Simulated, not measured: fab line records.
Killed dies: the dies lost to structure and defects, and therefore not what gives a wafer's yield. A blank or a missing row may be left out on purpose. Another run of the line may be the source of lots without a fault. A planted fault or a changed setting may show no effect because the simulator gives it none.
fab line records | flow n5-finfet
[record] lots = 8 wafers = 24 last-day = 17
route steps=1938 shown MOL_CONTACT_COAG@602 BEOL_M0_SAQP@633 BEOL_M0@720 BEOL_M4@1111 PASSIVATION@1936
lots with no fault: from the same line, run without faults
start-h: the number of hours between the record's first day and the start of the first shown wafer of the lot | wait-h: hours elapsed since this lot's preceding step | " as in the row above | L1.1+2: one row covering several wafers at once | - value missing, or start not given | * or withheld: withheld | < > ~ a bound
route shown NAME@n: names a module that has steps shown in the file, with the first one's number in the route | usual: the fault-free wafers' mean and standard deviation | same: alike in all rows | chamber/n: place in a boat | sites: readings site by site | _std_site: the standard deviation of these | _edge_site: outer sites' mean less inner sites' | radius-mm: for every site, how far away it sits from the centre of the wafer | mask NAME#n: copy n | behind: the tool/chamber that last shaped the wafer | hold: what put the lot on hold/how long, in hours/how the hold closed | device: transistor that didn't switch, given as n, p or np | end of line: tests run on the same wafers once the route is complete | where a step has no rows: the recipe by itself | killed: count of dies lost to structure and defects at first sort (not the wafer's yield) | map: shows each die of a wafer: x if killed, . if not, _ if none is there
set.NAME: setting as actually run; set.NAME@STEP: the setting as run at that earlier step | model.NAME: the simulator's own value behind a step, which no gauge read
route steps across a sampled set of lots; one table per step, one row per wafer
services: from which hour (start-h, from the record's first day; less than 0 if before it) a tool's chamber was out of use, for how many hours, and why
[[steps]]
[step N5_MOL_CONTACT_COAG_CD_MEAS_40]
[recipe] target-cd-nm = 25.1 landing-energy-ev = 500 detector = se-inlens polarity = opening
[usual] cd-nm = 25.08/0.22
// columns lot.wafer tool chamber start-h wait-h cd-nm
L842.1 cd-sem-03 0 111.65 - 25.34
L842.2 " 0 " " 24.87
L842.5 " 0 " " 24.70
L849.1 cd-sem-01 0 150.07 - 24.66
L849.2 " 0 " " 25.03
L849.6 " 0 " " 25.24
L851.1 cd-sem-03 0 163.71 - 24.83
L851.2 " 0 " " 24.77
L851.3 " 0 " " 25.13
L856.3 cd-sem-02 0 194.20 - 24.92
L856.4 " 0 " " 25.01
L856.5 " 0 " " 24.97
L858.1 cd-sem-01 0 206.39 - 24.96
L858.2 " 0 " " 25.52
L858.5 " 0 " " 25.24
L859.1 cd-sem-03 0 212.09 - 25.11
L859.2 " 0 " " 25.19
L859.5 " 0 " " 25.01
L860.1 cd-sem-03 0 214.90 - 25.08
L860.2 " 0 " " 24.97
L860.4 " 0 " " 24.83
L861.1 cd-sem-03 0 224.40 - 24.96
L861.3 " 0 " " 25.29
L861.6 " 0 " " 25.21
[step N5_MOL_CONTACT_COAG_STRIP_72]
[recipe] chemistry = N2/H2 power-w = 450 temp-c = 40 pressure-mtorr = 20 rf-frequency-hz = 6e+07 overash-fraction = 3 bias-power-w = 7 h2-frac = 0.5 n2-flow-sccm = 200 h2-flow-sccm = 200
[usual] chamber-pressure-mTorr = 20.00/0.046 drypump-motor-current-A = 5.7/0.34 oes-product-au = 0.75/0.06 rf-vpp-V = 59.0/1.7 showerhead-plenum-p-Torr = 2.54/0.096 throttle-valve-pct = 23.72/0.27
// columns lot.wafer tool chamber start-h wait-h chamber-pressure-mTorr drypump-motor-current-A oes-product-au rf-hours-counter-h rf-vpp-V showerhead-plenum-p-Torr throttle-valve-pct
L842.1 rie-diel-06 3 112.59 0.0 19.99 5.2 0.76 151 57.9 2.43 23.41
L842.2 " 1 " " 19.96 5.4 0.77 178 57.1 2.53 24.03
L842.5 " 2 " " 19.96 6.3 0.71 - 60.7 2.41 23.85
L849.1 rie-diel-02 3 151.13 0.0 19.95 5.6 0.75 199 60.5 2.51 24.00
L849.2 " 2 " " 19.99 5.3 0.73 214 60.1 2.52 23.54
L849.6 " 2 " " 19.99 5.4 0.71 - 58.5 2.52 23.51
L851.1 rie-diel-06 2 164.45 0.0 20.01 6.3 0.71 249 60.4 2.40 23.84
L851.2 " 3 " " 19.98 5.2 0.76 160 58.1 2.43 23.41
L851.3 " 1 " " 20.05 5.4 0.75 198 60.7 2.53 24.09
L856.3 rie-diel-03 3 194.92 0.0 20.05 5.9 0.85 57 61.8 2.69 23.66
L856.4 " 2 " " 20.04 6.1 0.69 227 59.7 2.51 23.70
L856.5 " 2 " " 19.98 6.2 0.70 - 58.6 2.51 23.72
L858.1 rie-diel-06 3 207.14 0.0 20.04 5.2 0.75 178 56.6 2.42 23.39
L858.2 " 0 " " 19.94 5.8 0.73 188 57.6 2.64 23.89
L858.5 " 2 " " 20.00 6.2 0.97 - 60.7 2.71 23.28
L859.1 rie-diel-03 3 212.92 0.0 19.96 5.9 0.85 63 59.1 2.68 23.62
L859.2 " 0 " " 20.07 5.5 0.76 160 61.7 2.45 24.03
L859.5 " 0 " " 20.01 5.5 0.76 - 59.6 2.45 24.06
L860.1 rie-diel-06 0 215.81 0.0 20.01 5.8 0.72 191 59.9 2.64 23.92
L860.2 " 3 " " 20.05 5.2 0.74 181 56.5 2.42 23.41
L860.4 " 1 " " 19.93 5.4 0.72 219 55.9 2.52 24.08
L861.1 rie-diel-06 3 225.51 0.0 19.99 5.2 0.73 184 58.7 2.42 23.37
L861.3 " 1 " " 20.01 5.5 0.72 222 58.2 2.51 24.08
L861.6 " 2 " " 20.01 6.3 0.95 - 57.8 2.71 23.29
[step N5_BEOL_M0_SAQP_ILD_DEP_01]
[recipe] material = SiOC target-thk-a = 454.19 temp-c = 350 precursor = DEMS/O2 pressure-torr = 5 rf-w = 500 time-s = 8.7
[usual] heater-power-w = 462/66 showerhead-plenum-p-Torr = 5.697/0.013 throttle-valve-pct = 12.1/0.53
[same] time-s = 8.7
// columns lot.wafer tool chamber start-h wait-h heater-power-w showerhead-plenum-p-Torr throttle-valve-pct
L842.1 pecvd-03 1 116.98 0.0 420 5.692 12.3
L842.2 " 2 " " 461 5.679 11.4
L842.5 " 1 " " 422 5.694 12.4
L849.1 pecvd-03 0 156.27 0.0 304 5.686 12.6
L849.2 " 1 " " 380 5.694 12.3
L849.6 " 0 " " 301 5.710 12.8
L851.1 pecvd-02 2 171.45 0.0 491 5.712 12.2
L851.2 " 1 " " 446 5.682 12.7
L851.3 " 0 " " 441 5.710 11.3
L856.3 pecvd-01 2 199.31 0.0 470 5.708 11.8
L856.4 " 0 " " 512 5.688 12.3
L856.5 " 1 " " 478 5.696 11.6
L858.1 pecvd-01 1 211.57 0.0 528 5.681 11.7
L858.2 " 0 " " 535 5.690 12.6
L858.5 " 0 " " 549 5.688 12.7
L859.1 pecvd-01 2 217.32 0.0 487 5.709 12.0
L859.2 " 1 " " 547 5.691 11.9
L859.5 " 1 " " 532 5.696 11.6
L860.1 pecvd-03 1 220.32 0.0 350 5.690 12.4
L860.2 " 0 " " 290 5.683 13.0
L860.4 " 0 " " 293 5.691 13.1
L861.1 pecvd-02 0 230.04 0.0 499 5.706 11.5
L861.3 " 1 " " 440 5.693 12.6
L861.6 " 1 " " 440 5.695 12.6
[step N5_BEOL_M0_SAQP_PECVD_03]
[recipe] material = SiCN target-thk-a = 120 temp-c = withheld precursor = 3MS/NH3 pressure-torr = 3 rf-w = 202 time-s = 21.1
[usual] run-length-s = 51.4/0.66 showerhead-plenum-p-Torr = 3.669/0.012 throttle-valve-pct = 9.2/0.45
// columns lot.wafer tool chamber start-h wait-h run-length-s showerhead-plenum-p-Torr throttle-valve-pct
L842.1 pecvd-03 1 117.25 0.1 50.3 3.671 9.3
L842.2 " 0 " " 52.6 3.666 9.6
L842.5 " 1 " " 50.7 3.670 9.3
L849.1 pecvd-03 1 157.61 0.1 62.6 3.678 9.5
L849.2 " 0 " " 52.6 3.660 9.6
L849.6 " 0 " " 64.2 3.657 9.6
L851.1 pecvd-03 1 172.01 0.1 63.0 3.668 9.3
L851.2 " 0 " " 51.8 3.669 9.8
L851.3 " 1 " " 50.4 3.674 9.4
L856.3 pecvd-01 0 201.26 0.1 51.4 3.655 9.6
L856.4 " 1 " " 51.5 3.667 9.0
L856.5 " 2 " " 50.3 3.665 9.2
L858.1 pecvd-01 0 213.09 0.1 51.5 3.652 9.9
L858.2 " 1 " " 51.7 3.651 8.7
L858.5 " 2 " " 50.8 3.670 8.9
L859.1 pecvd-02 0 218.98 0.1 52.3 3.689 8.7
L859.2 " 1 " " 51.8 3.665 9.5
L859.5 " 0 " " 51.7 3.684 8.6
L860.1 pecvd-02 0 221.07 0.1 51.4 3.693 8.7
L860.2 " 1 " " 52.1 3.658 9.9
L860.4 " 1 " " 51.8 3.668 9.5
L861.1 pecvd-01 0 230.79 0.1 51.3 3.651 9.5
L861.3 " 1 " " 51.6 3.660 9.0
L861.6 " 0 " " 51.3 3.657 9.5
[step N5_BEOL_M0_ETCH_128]
[recipe] chemistry = CF4/N2 target-depth-a = 120 overetch-a = 51 target = SiCN time-s = 21.4 ion-energy-ev = 150 pressure-mtorr = 40 source-w = 430 bias-w = 70 Ar_flow_sccm = 100 cf4-flow-sccm = 60 n2-flow-sccm = 60
[usual] chamber-pressure-mTorr = 40.00/0.032 drypump-motor-current-A = 5.7/0.31 oes-product-au = 0.52/0.044 rf-vpp-V = 382.5/2 showerhead-plenum-p-Torr = 2.22/0.074 throttle-valve-pct = 15.51/0.21
[same] time-s = 21.4
// columns lot.wafer tool chamber start-h wait-h chamber-pressure-mTorr drypump-motor-current-A oes-product-au rf-hours-counter-h rf-vpp-V showerhead-plenum-p-Torr throttle-valve-pct
L842.1 rie-diel-06 2 126.64 0.0 39.98 6.3 0.48 236 381.0 2.10 15.76
L842.2 " 1 " " 39.95 5.4 0.50 184 382.4 2.20 15.72
L842.5 " 2 " " 40.01 6.3 0.48 - 378.3 2.10 15.75
L849.1 rie-diel-03 0 169.66 0.0 40.06 5.5 0.73 145 381.1 2.12 15.51
L849.2 " 3 " " 39.96 5.9 0.60 48 385.0 2.33 15.27
L849.6 " 2 " " 39.98 6.1 0.67 - 381.4 2.19 15.39
L851.1 rie-diel-02 2 179.37 0.0 39.95 5.4 0.68 226 380.4 2.18 15.49
L851.2 " 1 " " 39.97 5.8 0.49 213 383.4 2.27 15.70
L851.3 " 0 " " 40.01 5.6 0.50 217 380.0 2.19 15.48
L856.3 rie-diel-02 3 209.63 0.3 40.01 5.6 0.49 218 382.0 2.18 15.93
L856.4 " 2 " " 39.97 5.4 0.48 236 380.4 2.18 15.49
L856.5 " 2 " " 39.96 5.4 0.48 - 381.3 2.18 15.50
L858.1 rie-diel-06 2 221.06 0.7 39.98 6.3 0.65 8 386.6 2.36 15.25
L858.2 " 1 " " 40.04 5.4 0.49 221 381.3 2.19 15.82
L858.5 " 2 " " 40.01 6.3 0.65 - 385.6 2.36 15.24
L859.1 rie-diel-02 0 226.92 0.0 40.01 5.6 0.47 233 381.5 2.18 15.51
L859.2 " 3 " " 40.04 5.6 0.50 225 383.2 2.17 15.94
L859.5 " 0 " " 39.98 5.6 0.48 - 382.3 2.18 15.51
L860.1 rie-diel-06 3 229.97 0.0 40.01 5.2 0.50 184 378.5 2.10 15.25
L860.2 " 2 " " 40.02 6.3 0.64 11 386.0 2.35 15.27
L860.4 " 0 " " 40.00 5.8 0.51 195 384.0 2.28 15.57
L861.1 rie-diel-06 0 241.53 0.2 39.95 5.8 0.50 199 383.6 2.28 15.59
L861.3 " 2 " " 40.00 6.3 0.62 16 385.4 2.35 15.26
L861.6 " 3 " " 39.96 5.2 0.51 - 380.3 2.10 15.27
[step N5_BEOL_M4_RC_MEAS_101]
[usual] DIBL_N = 36.5/1.7 DIBL_P = 36.3/2.1 IOFF_N = 0.16/0.036 IOFF_P = 0.21/0.037 ION_N = 676/12 ION_P = 462/7.6 SS_N = 71.5/0.68 SS_P = 73.3/0.63 VT_N = 249/3.5 VT_P = -250/3.5
// columns lot.wafer tool chamber start-h wait-h DIBL_N[mV/V] DIBL_P[mV/V] IOFF_N[nA/um] IOFF_P[nA/um] ION_N[uA/um] ION_P[uA/um] SS_N[mV/dec] SS_P[mV/dec] VT_N[mV] VT_P[mV]
L842.1 prober-02 0 178.95 0.0 36.3 36.9 0.16 0.18 681 452 71.1 73.4 250 -253
L842.2 " 0 " " 37.3 38.5 0.17 0.19 682 452 71.8 72.8 253 -255
L842.5 " 0 " " 36.6 38.4 0.17 0.18 675 453 71.8 74.1 250 -256
L849.1 prober-02 0 221.94 0.0 34.7 33.5 0.12 0.15 657 450 71.4 73.0 250 -257
L849.2 " 0 " " 36.8 34.8 0.16 0.16 676 452 71.7 72.9 249 -256
L849.6 " 0 " " 37.5 36.9 0.18 0.20 683 455 71.2 73.3 248 -254
L851.1 prober-01 0 246.90 0.0 35.1 33.4 0.11 0.14 662 449 71.0 72.6 252 -256
L851.2 " 0 " " 39.3 38.0 0.19 0.20 684 454 72.7 73.4 247 -254
L851.3 " 0 " " 36.9 36.1 0.15 0.18 673 459 71.5 73.1 248 -255
L856.3 prober-01 0 259.90 0.3 36.5 37.1 0.16 0.22 674 461 71.1 73.9 252 -251
L856.4 " 0 " " 33.6 34.0 0.13 0.18 667 460 70.8 73.0 252 -254
L856.5 " 0 " " 35.1 36.0 0.14 0.21 667 461 71.1 73.9 253 -249
L858.1 prober-02 0 282.16 0.0 38.1 39.1 0.23 0.26 689 467 72.1 73.5 245 -246
L858.2 " 0 " " 37.3 38.4 0.21 0.26 701 477 71.9 73.4 243 -247
L858.5 " 0 " " 36.4 37.8 0.19 0.24 693 473 71.6 74.1 247 -248
L859.1 prober-01 0 284.40 0.2 34.3 33.5 0.11 0.15 657 452 71.1 72.8 255 -257
L859.2 " 0 " " 34.4 33.2 0.11 0.14 643 441 70.9 72.3 261 -260
L859.5 " 0 " " 37.6 38.1 0.17 0.21 670 459 71.1 73.7 250 -251
L860.1 prober-02 0 289.05 0.0 37.4 38.3 0.16 0.22 676 461 71.4 74.0 251 -249
L860.2 " 0 " " 36.9 37.2 0.16 0.21 682 461 70.6 73.2 250 -251
L860.4 " 0 " " 37.0 37.3 0.16 0.21 667 463 71.3 72.6 250 -248
L861.1 prober-01 0 293.40 0.0 35.0 34.1 0.12 0.17 665 457 71.3 72.2 252 -251
L861.3 " 0 " " 35.4 34.3 0.12 0.17 669 455 71.1 72.6 252 -255
L861.6 " 0 " " 38.7 38.4 0.18 0.23 678 464 72.1 74.3 247 -248
[step N5_PASSIVATION_PROBE_49]
[usual] defect-limited-yield = 91.4/1.5 killed_at_M0_to_M3 = 34/12 killed_at_M4_up = 12/4.9 killed-at-contacts = 13/7.2 killed-at-front-end = 39/12 killed-at-other = 3.7/2.9 killed-dies = 101/18 killed-on-rim = 13/4 killed-open = 67/14 killed-short = 33/7.2 sort_bin_5_function = 5.1/0.97 sort_bin_6_memory = 3.2/0.67 sort-n-pass = 1079/17 sort-yield-pct = 91.4/1.5
[same] gross-dies = 1180 killed-at-back-side = 0 sort_bin_4_leakage[%] = 0 sort_bin_8_speed[%] = 0
// columns lot.wafer tool chamber start-h wait-h defect-limited-yield[%] killed_at_M0_to_M3 killed_at_M4_up killed-at-contacts killed-at-front-end killed-at-other killed-dies killed-on-rim killed-open killed-short sort_bin_5_function[%] sort_bin_6_memory[%] sort-n-pass sort-yield-pct[%]
L849.6 prober-01 - 326.83 0.3 90.0 68 13 13 22 2 118 15 78 37 5.6 3.9 1062 90.0
// killed by level:class
L849.6 BEOL_M0_SAQP:geometric-particle:open=14 MOL_CONTACT_COAG:geometric-particle:open=13 BEOL_M0_SAQP:geometric-particle:short=11 BEOL_M0:geometric-particle:open=10 BEOL_M3:geometric-particle:open=9 BEOL_M4:geometric-particle:open=7 STI_FIN_REVEAL:geometric-particle:open=6 BEOL_M3:geometric-particle:short=6
[[services]]
// columns tool chamber start-h hours kind
pecvd-03 0 90.42 5.0 scheduled-down
pecvd-02 - 101.13 0.5 repair
pecvd-02 - 103.94 2.8 pm
rie-diel-06 3 119.33 22.6 repair
rie-diel-02 1 146.47 3.9 repair
pecvd-03 2 164.67 13.1 repair
rie-diel-06 2 165.55 - clean
rie-diel-06 2 165.55 - consumable-replace:focus-ring
rie-diel-06 2 165.55 - consumable-replace:showerhead
rie-diel-06 2 165.55 25.6 scheduled-down
rie-diel-06 2 165.55 25.6 vent-cycle
pecvd-02 2 166.59 - calibration
rie-diel-02 3 185.18 6.4 repair
pecvd-02 2 202.38 - clean
pecvd-02 2 202.38 - consumable-replace:showerhead
pecvd-02 2 202.38 29.0 scheduled-down
pecvd-02 2 202.38 29.0 vent-cycle
pecvd-03 2 210.24 18.6 repair
pecvd-01 0 214.63 5.5 scheduled-down
rie-diel-03 3 225.89 3.9 repair
pecvd-03 1 230.40 2.1 scheduled-down
[[key]]
[first-sign] step = N5_BEOL_M0_SAQP_PECVD_03 reading = run-length-s direction = up sigmas = 18 usual = * struck = *
[effect] step = N5_BEOL_M0_ETCH_128 reading = oes-product-au direction = up sigmas = 3.9 usual = 0.52 struck = 0.69
met-at N5_BEOL_M0_SAQP_PECVD_03
struck-lots L849,L851
struck-wafers L849.1,L849.6,L851.1
not-acting-at N5_MOL_CONTACT_COAG_CD_MEAS_40,N5_MOL_CONTACT_COAG_STRIP_72,N5_BEOL_M0_SAQP_ILD_DEP_01
onset-between 117.25 157.61
[fault] kind = process-parameter-drift tool = pecvd-03 chamber = - onset-h = 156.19 steps = N5_BEOL_M0_SAQP_PECVD_03 channel = time-s offset = * shape = step end-h = 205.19 scope = struck-wafers-only acts-in = * stated = *
